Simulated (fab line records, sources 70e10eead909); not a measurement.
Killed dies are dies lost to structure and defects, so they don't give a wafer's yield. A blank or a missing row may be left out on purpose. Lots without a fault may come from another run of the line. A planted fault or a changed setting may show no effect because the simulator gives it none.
fab line records | flow nand_harc
record lots=6 wafers=18 last_day=24
route steps=1159 shown THIN_TSV@1119 END@1159
lots that met no fault: from a run of the same line without faults
start_h: hours from the record's first day to the start of the lot's first wafer shown | wait_h: hours since the lot's step before | " the same as in the row above | L1.1+2: a row that stands for several wafers | - no value, or no start given | * or withheld: withheld | < > ~ a bound
route shown NAME@n: a module of which the file shows steps, and the number in the route of the first | usual: mean/standard deviation of fault-free wafers | same: alike in all rows | chamber/n: place in a boat | sites: the reading at each site | _std_site: their standard deviation | _edge_site: outer sites' mean less inner sites' | radius_mm: how far each site lies from the wafer's centre | mask NAME#n: copy n | behind: the tool/chamber that last shaped the wafer | hold: why the lot was held/for how many hours/how that ended | device: the transistor (n, p or np) that didn't switch | end of line: the same wafers' tests at the end of the route | a step without rows: its recipe alone | killed: dies lost to structure and defects at the first sort, not the wafer's yield | map: a wafer's dies, x killed, . not, _ none there
set.NAME: the setting as run; set.NAME@STEP: as run at that earlier step | model.NAME: the simulator's own value behind a step, which no gauge read
lots at some steps of the route; a table a step, a row a wafer
services: from which hour (start_h, from the record's first day; less than 0 if before it) a tool's chamber was out of use, for how many hours, and why
## steps
# step NHARC_THIN_TSV_ETCH_44
# recipe target_depth_a=15942 time_s=797.1 cf4_flow_sccm=150 o2_flow_sccm=10 ar_flow_sccm=0 rf_w=300 bias_w=800 chemistry=CF4/O2
# usual bias_w=800.0/2.4 cf4_flow_sccm=150.0/0.46 drypump_motor_current_A=5.6/0.48 oes_product_au=1.002/0.011 rf_fwd_power_W=299.8/0.89 rf_vpp_V=794/5.6 showerhead_plenum_p_Torr=1.83/0.089 throttle_valve_pct=16.914/0.009
# same time_s=797.1
# columns lot.wafer tool chamber start_h wait_h bias_w cf4_flow_sccm drypump_motor_current_A oes_product_au rf_fwd_power_W rf_hours_counter_h rf_vpp_V showerhead_plenum_p_Torr throttle_valve_pct
L375.4 rie_diel-03 1 436.04 0.1 801.8 150.1 6.1 0.991 299.8 3 787 1.74 16.911
L375.2 " 3 " " 802.6 150.0 5.3 1.011 300.2 4 800 1.93 16.916
L375.5 " 1 " " 804.5 150.1 6.1 0.992 298.8 - 787 1.74 16.908
L378.4 rie_diel-03 2 442.78 0.1 798.0 149.5 5.9 1.014 299.5 4 799 1.91 16.916
L378.3 " 3 " " 800.5 151.5 5.3 1.016 299.5 4 802 1.93 16.921
L378.2 " 1 " " 802.9 150.1 6.1 1.000 298.9 4 788 1.74 16.907
L387.2 rie_diel-03 3 498.97 0.1 802.3 148.7 5.3 1.008 298.2 9 801 1.93 16.910
L387.3 " 1 " " 798.5 150.2 6.1 0.995 299.9 8 789 1.74 16.913
L387.5 " 2 " " 797.6 149.7 5.9 1.012 298.5 - 799 1.91 16.916
L388.4 rie_diel-01 3 519.88 0.1 803.6 150.2 6.8 1.004 300.2 2 789 1.75 16.917
L388.1 " 0 " " 795.7 150.0 5.1 1.023 300.5 2 788 1.72 16.903
L388.5 " 0 " " 798.6 149.6 5.1 1.014 300.2 - 788 1.72 16.908
L396.3 rie_diel-03 0 554.36 0.1 806.0 149.8 5.6 0.998 298.8 13 785 1.71 16.908
L396.4 " 3 " " 798.7 149.7 5.3 1.014 300.5 14 800 1.93 16.922
L396.5 " 1 " " 799.0 149.9 6.1 0.988 297.8 - 787 1.74 16.910
L397.1 rie_diel-01 3 563.35 0.2 802.5 149.7 6.8 1.008 298.1 7 788 1.75 16.921
L397.2 " 0 " " 798.5 150.4 5.1 1.013 300.3 7 787 1.71 16.927
L397.5 " 1 " " 799.7 149.9 5.5 0.977 298.2 - 789 1.79 16.917
# step NHARC_THIN_TSV_ETCH_15
# recipe target_depth_a=30000 bosch_target_overetch_cycles=2 bosch_etch_step_s=2.8 bosch_dep_step_s=1.2 bosch_cycles=14
# step NHARC_THIN_TSV_CD_MEAS_16
# usual cd_nm=1000.6/2.4
# columns lot.wafer tool chamber start_h wait_h cd_nm
L375.2 cd_sem-01 - 436.70 0.1 1000.6
L375.4 " - " " 998.4
L375.5 " - " " 999.7
L378.2 cd_sem-03 - 443.50 0.1 999.6
L378.3 " - " " 1002.8
L378.4 " - " " 1000.4
L387.2 cd_sem-01 - 499.63 0.1 999.8
L387.3 " - " " 1001.5
L387.5 " - " " 1003.8
L388.1 cd_sem-01 - 520.59 0.1 998.5
L388.4 " - " " 999.2
L388.5 " - " " 998.0
L396.3 cd_sem-03 - 555.08 0.1 1002.1
L396.4 " - " " 1002.0
L396.5 " - " " 1000.4
L397.1 cd_sem-02 - 563.96 0.1 1003.2
L397.2 " - " " 1004.0
L397.5 " - " " 1002.2
# step NHARC_THIN_TSV_STRIP_45
# recipe power_w=1500 temp_c=250 chemistry=O2
# step NHARC_THIN_TSV_STRIP_46
# recipe time_s=1200 temp_c=72.5 chemistry=post_etch_residue_remover
# step NHARC_THIN_TSV_DEP_47
# recipe target_thk_a=2000 temp_c=withheld pressure_torr=6.5 rf_w=900 teos_flow_sccm=161.4 flow_sccm=2650 target_thk_nm=200 gas=O2 material=SiO2
# usual chamber_pressure_Torr=6.503/0.014 rf_fwd_power_W=898.4/2.8 showerhead_vpp_V=1832/89 throttle_valve_pct=16.1/0.42
# columns lot.wafer tool chamber start_h wait_h chamber_pressure_Torr rf_fwd_power_W showerhead_vpp_V throttle_valve_pct
L375.2 pecvd-01 0 437.57 - 6.495 897.4 1753 16.9
L375.4 " 0 " " 6.471 897.2 1720 16.6
L375.5 " 2 " " 6.489 902.6 1885 15.3
L378.3 pecvd-02 1 444.41 - 6.535 901.4 1833 15.7
L378.2 " 2 " " 6.500 900.7 1799 16.5
L378.4 " 0 " " 6.503 901.4 1790 15.9
L387.3 pecvd-02 1 500.56 - 6.504 900.9 1803 16.2
L387.2 " 2 " " 6.520 899.5 1758 16.5
L387.5 " 0 " " 6.478 897.7 1756 15.9
L388.1 pecvd-04 1 521.47 - 6.511 901.1 1950 16.1
L388.4 " 2 " " 6.502 900.2 1718 15.8
L388.5 " 0 " " 6.494 900.5 1936 16.2
L396.3 pecvd-02 1 556.12 - 6.517 896.5 1844 16.3
L396.5 " 1 " " 6.506 898.5 1860 16.1
L396.4 " 2 " " 6.509 904.5 1776 16.5
L397.2 pecvd-02 0 564.85 - 6.518 899.5 1772 15.5
L397.1 " 2 " " 6.512 901.6 1782 16.6
L397.5 " 0 " " 6.517 896.0 1754 15.2
# step NHARC_THIN_TSV_ETCHBACK_48
# recipe target_depth_a=10285 over_etch_frac=0.3 time_s=405.17 ion_energy_ev=250 c4f8_flow_sccm=withheld ar_flow_sccm=withheld rf_w=600 bias_w=300 chemistry=C4F8/Ar
# usual bias_w=300.1/0.95 oes_product_au=0.94/0.031 rf_fwd_power_W=598.5/1.6 rf_vpp_V=547/3.6
# columns lot.wafer tool chamber start_h wait_h bias_w oes_product_au rf_fwd_power_W rf_hours_counter_h rf_vpp_V
L375.2 rie_diel-01 2 437.97 - 301.5 0.94 596.1 12 551
L375.4 " 1 " " 299.7 0.91 601.9 13 545
L375.5 " 3 " " 299.7 0.91 598.2 - 544
L378.4 rie_diel-12 3 444.76 - 301.8 0.98 598.3 4 550
L378.3 " 1 " " 297.9 1.00 598.5 3 548
L378.2 " 2 " " 299.0 0.96 599.5 4 551
L387.3 rie_diel-03 0 500.91 - 300.0 0.92 598.0 9 542
L387.2 " 2 " " 300.1 0.94 598.5 9 550
L387.5 " 3 " " 298.3 0.93 600.8 - 553
L388.4 rie_diel-12 1 521.97 - 301.7 0.91 597.9 7 545
L388.1 " 2 " " 300.4 0.92 600.3 7 551
L388.5 " 3 " " 300.4 0.91 598.0 - 548
L396.3 rie_diel-03 1 556.55 - 300.1 0.92 596.4 12 543
L396.4 " 2 " " 299.7 0.94 599.0 13 549
L396.5 " 0 " " 299.1 0.93 596.0 - 541
L397.1 rie_diel-01 3 565.29 - 299.7 0.94 598.6 7 544
L397.2 " 0 " " 301.3 0.95 601.0 8 540
L397.5 " 3 " " 300.3 0.94 600.4 - 544
# step NHARC_THIN_TSV_STRIP_62
# recipe power_w=1500 temp_c=250 time_s=20 chemistry=N2/H2
# step NHARC_THIN_TSV_DEGAS_49
# recipe temp_c=300 time_s=120
# step NHARC_THIN_TSV_PRE_CLEAN_50
# recipe time_s=30 temp_c=280 gas=H2/He
# step NHARC_THIN_TSV_PVD_19
# recipe target_thk_a=200 chamber_pressure_pa=5 material=TaN
# step NHARC_THIN_TSV_PVD_51
# recipe target_thk_a=1000 chamber_pressure_pa=5 material=Cu
# usual throttle_valve_pct=30.3/0.98
# columns lot.wafer tool chamber start_h wait_h throttle_valve_pct
L375.2 pvd_sputter-03 - - - 30.8
L375.4 " - " " 31.2
L375.5 " - " " 30.2
L378.3 pvd_sputter-01 - - - 29.2
L378.4 " - " " 29.4
L378.2 " - " " 30.9
L387.3 pvd_sputter-02 - - - 31.2
L387.2 " - " " 30.6
L387.5 " - " " 29.7
L388.1 pvd_sputter-03 - - - 30.8
L388.4 " - " " 28.0
L388.5 " - " " 30.8
L396.4 pvd_sputter-03 - - - 30.8
L396.3 " - " " 31.3
L396.5 " - " " 30.8
L397.1 pvd_sputter-03 - - - 30.7
L397.2 " - " " 31.1
L397.5 " - " " 30.7
# step NHARC_THIN_TSV_ECD_20
# recipe target_thk_a=20000 material=Cu
# columns lot.wafer tool chamber start_h wait_h
L375.2+4+5 ecd_cu-01 1,0,0 439.10 -
L378.2+4+3 ecd_cu-01 1,1,0 445.75 -
L387.2+3+5 ecd_cu-02 0,0,1 502.25 -
L388.1+4+5 ecd_cu-01 0,1,0 522.91 -
L396.4+3+5 ecd_cu-02 0,1,1 557.66 -
L397.1+2+5 ecd_cu-02 1,0,0 566.24 -
# step NHARC_THIN_TSV_ANNEAL_52
# recipe temp_c=225 time_s=90
# step NHARC_THIN_TSV_CMP_21
# recipe t_overpolish_s=30 target_thk_nm=2000
# usual edge_zone_pressure_frac=0.999/0.0052 motor_current_A=12.3/1.6 overpolish_run_s=30.000/0.0088
# same t_overpolish_s=30
# columns lot.wafer tool chamber start_h wait_h edge_zone_pressure_frac motor_current_A overpolish_run_s
L375.4 cmp-03 0 440.09 - 0.991 11.6 29.989
L375.2 " 1 " " 0.989 14.7 29.986
L375.5 " 0 " " 0.993 11.2 30.024
L378.3 cmp-03 2 446.89 - 1.004 14.0 29.993
L378.4 " 3 " " 1.008 11.5 30.004
L378.2 " 0 " " 1.005 11.8 29.993
L387.2 cmp-03 2 503.34 - 0.991 14.6 30.009
L387.3 " 3 " " 1.006 12.2 30.006
L387.5 " 1 " " 0.990 14.5 29.994
L388.4 cmp-04 2 524.00 - 1.005 12.2 29.993
L388.1 " 1 " " 1.001 10.3 30.006
L388.5 " 3 " " 1.000 10.4 30.004
L396.3 cmp-04 2 558.56 - 0.994 12.2 30.005
L396.4 " 3 " " 0.998 10.2 30.007
L396.5 " 2 " " 0.997 12.1 30.002
L397.2 cmp-02 3 567.52 - 0.999 10.7 29.985
L397.1 " 0 " " 0.993 11.0 30.008
L397.5 " 0 " " 0.999 11.1 29.989
# step NHARC_THIN_TSV_SRD_23
# step NHARC_THIN_TSV_DEGAS_53
# recipe temp_c=300 time_s=60
# step NHARC_THIN_TSV_PRE_CLEAN_54
# recipe time_s=30 temp_c=280 gas=H2/He
# step NHARC_THIN_TSV_PVD_55
# recipe target_thk_a=500 material=TiN
# step NHARC_THIN_TSV_PVD_24
# recipe target_thk_a=8000 power_w=withheld chamber_pressure_pa=withheld substrate_temp_c=withheld time_s=withheld gas=Ar material=Al
# step NHARC_THIN_TSV_DEHYDRATE_25
# recipe temp_c=150 time_s=120
# step NHARC_THIN_TSV_HMDS_26
# recipe time_s=30
# step NHARC_THIN_TSV_COAT_27
# recipe spin_rpm=*
# step NHARC_THIN_TSV_SOFTBAKE_28
# recipe temp_c=122 time_s=95
# step NHARC_THIN_TSV_EBR_29
# step NHARC_THIN_TSV_EXPOSE_30
# recipe na=0.55 dose_mj=11.47 mask_id=PAD
# step NHARC_THIN_TSV_PEB_31
# recipe peb_temp_c=118 peb_time_s=85
# step NHARC_THIN_TSV_DEVELOP_32
# recipe time_s=70
# step NHARC_THIN_TSV_CD_MEAS_33
# recipe target_cd_nm=5000 landing_energy_ev=500
# usual cd_nm=5002/3.5
# columns lot.wafer tool chamber start_h wait_h cd_nm
L375.2 cd_sem-01 0 441.58 - 5004
L375.4 " 0 " " 5004
L375.5 " 0 " " 5005
L378.2 cd_sem-02 0 448.48 - 5004
L378.3 " 0 " " 5002
L378.4 " 0 " " 5001
L387.2 cd_sem-03 0 504.79 - 5005
L387.3 " 0 " " 5007
L387.5 " 0 " " 5008
L388.1 cd_sem-01 0 525.61 - 5004
L388.4 " 0 " " 4999
L388.5 " 0 " " 5001
L396.3 cd_sem-03 0 560.01 - 5005
L396.4 " 0 " " 5001
L396.5 " 0 " " 5002
L397.1 cd_sem-03 0 569.00 - 5000
L397.2 " 0 " " 4995
L397.5 " 0 " " 5003
# step NHARC_THIN_TSV_HARDBAKE_34
# recipe temp_c=125 time_s=80
# step NHARC_THIN_TSV_DESCUM_35
# recipe time_s=3 o2_flow_sccm=200 ar_flow_sccm=0 bias_power_w=0 chemistry=O2
# step NHARC_THIN_TSV_ETCH_59
# recipe target_depth_a=8800 icp_w=900 bias_w=100 Cl2_flow_sccm=60 bcl3_flow_sccm=30 time_s=138.1 chemistry=Cl2/BCl3
# step NHARC_THIN_TSV_ETCH_36
# recipe target_depth_a=650 over_etch_frac=0.3 time_s=18.571 ion_energy_ev=150 chemistry=Cl2/BCl3
# step NHARC_THIN_TSV_STRIP_56
# recipe power_w=1500 temp_c=250 chemistry=O2
# step NHARC_THIN_TSV_STRIP_57
# recipe time_s=1200 temp_c=72.5 chemistry=post_etch_residue_remover
# step NHARC_THIN_TSV_CD_MEAS_37
# usual cd_nm=5002/4.4
# columns lot.wafer tool chamber start_h wait_h cd_nm
L375.2 cd_sem-01 - 443.03 - 5003
L375.4 " - " " 5004
L375.5 " - " " 5006
L378.2 cd_sem-01 - 449.91 - 5003
L378.3 " - " " 5004
L378.4 " - " " 5001
L387.2 cd_sem-01 - 506.23 - 5005
L387.3 " - " " 5007
L387.5 " - " " 5011
L388.1 cd_sem-02 - 527.09 - 5002
L388.4 " - " " 4997
L388.5 " - " " 4996
L396.3 cd_sem-03 - 561.70 - 5007
L396.4 " - " " 5003
L396.5 " - " " 5004
L397.1 cd_sem-03 - 570.45 - 5005
L397.2 " - " " 4999
L397.5 " - " " 5008
# step NHARC_THIN_TSV_ANNEAL_58
# recipe temp_c=400 time_s=1800
# step NHARC_THIN_TSV_INSPECT_40
# usual raw_defect_count=451/72
# columns lot.wafer tool chamber start_h wait_h raw_defect_count
L375.2 defect_inspect-01 - 446.32 0.4 527
L375.4 " - " " 457
L375.5 " - " " 542
L378.2 defect_inspect-02 - 454.11 0.4 421
L378.3 " - " " 448
L378.4 " - " " 461
L387.2 defect_inspect-01 - 510.71 0.4 505
L387.3 " - " " 547
L387.5 " - " " 559
L388.1 defect_inspect-02 - 531.30 0.4 442
L388.4 " - " " 587
L388.5 " - " " 513
L396.3 defect_inspect-02 - 566.15 0.4 518
L396.4 " - " " 454
L396.5 " - " " 667
L397.1 defect_inspect-02 - 574.64 0.4 456
L397.2 " - " " 407
L397.5 " - " " 563
# step NHARC_END_SORT_01
# recipe temp_c=25
# usual defect_limited_yield=95.3/1.5 killed_at_array=28/10 killed_at_other=0.6/1.1 killed_at_periphery=3.6/2.6 killed_dies=32/10 killed_open=3.3/1.8 killed_short=1.9/1.4 sort_bin_2_pct=1.5/0.61 sort_bin_3_pct=0.27/0.2 sort_bin_4_pct=3.0/1 sort_n_pass=645/10 sort_rim_yield_pct=97.3/1.9 sort_yield_pct=95.3/1.5
# same gross_dies=677 sort_bin_5_pct[%]=0 sort_bin_6_pct[%]=0 sort_bin_7_pct[%]=0 sort_bin_8_pct[%]=0 sort_rim_n_gross=106.00
# columns lot.wafer tool chamber start_h wait_h defect_limited_yield[%] killed_at_array killed_at_other killed_at_periphery killed_dies killed_open killed_short sort_bin_2_pct[%] sort_bin_3_pct[%] sort_bin_4_pct[%] sort_n_pass sort_rim_yield_pct[%] sort_yield_pct[%]
L396.3 prober-02 0 572.92 3.1 0 38 631 8 677 4 5 95.7 0.44 3.8 0 0 0
L396.4 prober-02 0 573.72 3.4 0 36 632 9 677 3 0 95.9 0.30 3.8 0 0 0
L396.5 prober-02 0 574.52 3.7 0 45 624 8 677 3 2 95.6 0.15 4.3 0 0 0
L397.1 prober-01 0 577.69 2.5 0 22 648 7 677 5 1 97.0 0.15 2.8 0 0 0
L397.2 prober-01 0 578.48 2.8 0 23 646 8 677 9 3 97.2 0.15 2.7 0 0 0
L397.5 prober-01 0 580.86 3.7 0 20 653 4 677 1 0 97.8 0 2.2 0 0 0
# killed by level:class
L396.3 THIN_TSV:area_ecd=631 A_SLIT:chamber_film_flake=20 A_CHANNEL_HOLE_D1:chamber_film_flake=9 P_M2:chamber_film_flake=4 A_WL_FILL:geometric_particle:open=3 A_CHANNEL_HOLE_D1:geometric_particle:short=2 P_STI:geometric_particle:short=1 P_GATE:chamber_film_flake=1
L396.4 THIN_TSV:area_ecd=631 A_SLIT:chamber_film_flake=16 A_CHANNEL_HOLE_D1:chamber_film_flake=13 P_M2:chamber_film_flake=5 P_GATE:chamber_film_flake=3 A_STAIRCASE:chamber_film_flake=3 A_CONTACT:chamber_film_flake=3 P_M1:geometric_particle:open=1
L396.5 THIN_TSV:area_ecd=624 A_SLIT:chamber_film_flake=25 A_CHANNEL_HOLE_D1:chamber_film_flake=7 P_M2:chamber_film_flake=4 A_STAIRCASE:chamber_film_flake=4 A_CONTACT:chamber_film_flake=4 A_WL_FILL:chamber_film_flake=2 P_STI:geometric_particle:short=1
L397.1 THIN_TSV:area_ecd=648 A_CHANNEL_HOLE_D1:chamber_film_flake=9 A_CONTACT:chamber_film_flake=8 P_M2:chamber_film_flake=3 A_CONTACT:geometric_particle:open=2 P_M0:geometric_particle:open=1 P_M1:geometric_particle:open=1 A_WL_FILL:geometric_particle:open=1
L397.2 THIN_TSV:area_ecd=646 A_CHANNEL_HOLE_D1:chamber_film_flake=12 A_CONTACT:geometric_particle:open=3 P_GATE:geometric_particle:open=2 P_STI:chamber_film_flake=2 P_GATE:chamber_film_flake=2 A_SLIT:chamber_film_flake=2 P_CONTACT:geometric_particle:open=1
L397.5 THIN_TSV:area_ecd=653 A_CONTACT:chamber_film_flake=9 A_CHANNEL_HOLE_D1:chamber_film_flake=6 P_GATE:chamber_film_flake=2 A_STAIRCASE:chamber_film_flake=2 A_SLIT:chamber_film_flake=2 A_CONTACT:geometric_particle:open=1 P_STI:chamber_film_flake=1
# map L396.3 (x killed, . not)
____________x____________
_________xxxxxxx_________
_______xxxxxxxxxxx_______
______xxxxxxxxxxxxx______
_____xxxxxxxxxxxxxxx_____
____xxxxxxxxxxxxxxxxx____
____xxxxxxxxxxxxxxxxx____
___xxxxxxxxxxxxxxxxxxx___
___xxxxxxxxxxxxxxxxxxx___
__xxxxxxxxxxxxxxxxxxxxx__
__xxxxxxxxxxxxxxxxxxxxx__
_xxxxxxxxxxxxxxxxxxxxxxx_
_xxxxxxxxxxxxxxxxxxxxxxx_
_xxxxxxxxxxxxxxxxxxxxxxx_
_xxxxxxxxxxxxxxxxxxxxxxx_
_xxxxxxxxxxxxxxxxxxxxxxx_
xxxxxxxxxxxxxxxxxxxxxxxxx
xxxxxxxxxxxxxxxxxxxxxxxxx
xxxxxxxxxxxxxxxxxxxxxxxxx
xxxxxxxxxxxxxxxxxxxxxxxxx
xxxxxxxxxxxxxxxxxxxxxxxxx
_xxxxxxxxxxxxxxxxxxxxxxx_
_xxxxxxxxxxxxxxxxxxxxxxx_
_xxxxxxxxxxxxxxxxxxxxxxx_
_xxxxxxxxxxxxxxxxxxxxxxx_
_xxxxxxxxxxxxxxxxxxxxxxx_
__xxxxxxxxxxxxxxxxxxxxx__
__xxxxxxxxxxxxxxxxxxxxx__
___xxxxxxxxxxxxxxxxxxx___
___xxxxxxxxxxxxxxxxxxx___
____xxxxxxxxxxxxxxxxx____
____xxxxxxxxxxxxxxxxx____
_____xxxxxxxxxxxxxxx_____
______xxxxxxxxxxxxx______
_______xxxxxxxxxxx_______
_________xxxxxxx_________
____________x____________
# map L397.1 (x killed, . not)
____________x____________
_________xxxxxxx_________
_______xxxxxxxxxxx_______
______xxxxxxxxxxxxx______
_____xxxxxxxxxxxxxxx_____
____xxxxxxxxxxxxxxxxx____
____xxxxxxxxxxxxxxxxx____
___xxxxxxxxxxxxxxxxxxx___
___xxxxxxxxxxxxxxxxxxx___
__xxxxxxxxxxxxxxxxxxxxx__
__xxxxxxxxxxxxxxxxxxxxx__
_xxxxxxxxxxxxxxxxxxxxxxx_
_xxxxxxxxxxxxxxxxxxxxxxx_
_xxxxxxxxxxxxxxxxxxxxxxx_
_xxxxxxxxxxxxxxxxxxxxxxx_
_xxxxxxxxxxxxxxxxxxxxxxx_
xxxxxxxxxxxxxxxxxxxxxxxxx
xxxxxxxxxxxxxxxxxxxxxxxxx
xxxxxxxxxxxxxxxxxxxxxxxxx
xxxxxxxxxxxxxxxxxxxxxxxxx
xxxxxxxxxxxxxxxxxxxxxxxxx
_xxxxxxxxxxxxxxxxxxxxxxx_
_xxxxxxxxxxxxxxxxxxxxxxx_
_xxxxxxxxxxxxxxxxxxxxxxx_
_xxxxxxxxxxxxxxxxxxxxxxx_
_xxxxxxxxxxxxxxxxxxxxxxx_
__xxxxxxxxxxxxxxxxxxxxx__
__xxxxxxxxxxxxxxxxxxxxx__
___xxxxxxxxxxxxxxxxxxx___
___xxxxxxxxxxxxxxxxxxx___
____xxxxxxxxxxxxxxxxx____
____xxxxxxxxxxxxxxxxx____
_____xxxxxxxxxxxxxxx_____
______xxxxxxxxxxxxx______
_______xxxxxxxxxxx_______
_________xxxxxxx_________
____________x____________
## services
# columns tool chamber start_h hours kind
pecvd-01 - 418.21 13.0 pm
cmp-02 - 425.89 4.0 pm
ecd_cu-01 - 431.44 3.3 repair
cmp-02 - 432.81 3.2 repair
rie_diel-12 - 433.03 2.9 repair
ecd_cu-01 - 448.13 8.0 pm
cmp-03 - 450.26 4.0 pm
pvd_sputter-03 - 458.02 10.0 pm
cmp-03 - 464.05 6.1 repair
cmp-04 - 470.74 2.4 repair
cmp-04 - 485.96 0.8 repair
rie_diel-01 - 491.85 9.0 pm
cmp-04 - 497.00 4.0 pm
rie_diel-03 1 500.00 7.3 repair
pecvd-02 - 515.67 13.0 pm
rie_diel-03 2 521.63 6.5 repair
cmp-03 - 529.10 2.3 repair
ecd_cu-02 - 532.11 8.0 pm
pecvd-02 - 539.25 1.5 repair
cmp-03 - 548.26 4.0 pm
ecd_cu-01 - 548.82 3.2 repair
ecd_cu-01 - 556.10 0.9 repair
rie_diel-12 - 556.47 9.0 pm
cmp-03 - 560.57 0.3 repair
## key
first_sign step=NHARC_END_SORT_01 reading=killed_at_other direction=up sigmas=99+ usual=0.6 struck=639
effect step=NHARC_END_SORT_01 reading=sort_bin_2_pct direction=up sigmas=99+ usual=1.5 struck=96.5
more_kills_born_at NHARC_THIN_TSV_ECD_20@ecd_cu-02=3833
met_at NHARC_THIN_TSV_ECD_20
struck_wafers L396.3,L396.4,L396.5,L397.1,L397.2,L397.5
later_rows_left_out L396.3,L396.4,L396.5,L397.1,L397.2,L397.5
onset_between 502.25 557.66
also_fits time
fault kind=skipped_step_whole tool=ecd_cu-02 chamber=- onset_h=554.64 steps=NHARC_THIN_TSV_ECD_20 scope=struck_lots_only
# later_rows_left_out: the simulator's readings of these wafers behind a module that went badly wrong aren't trusted and aren't shown, but for the sort
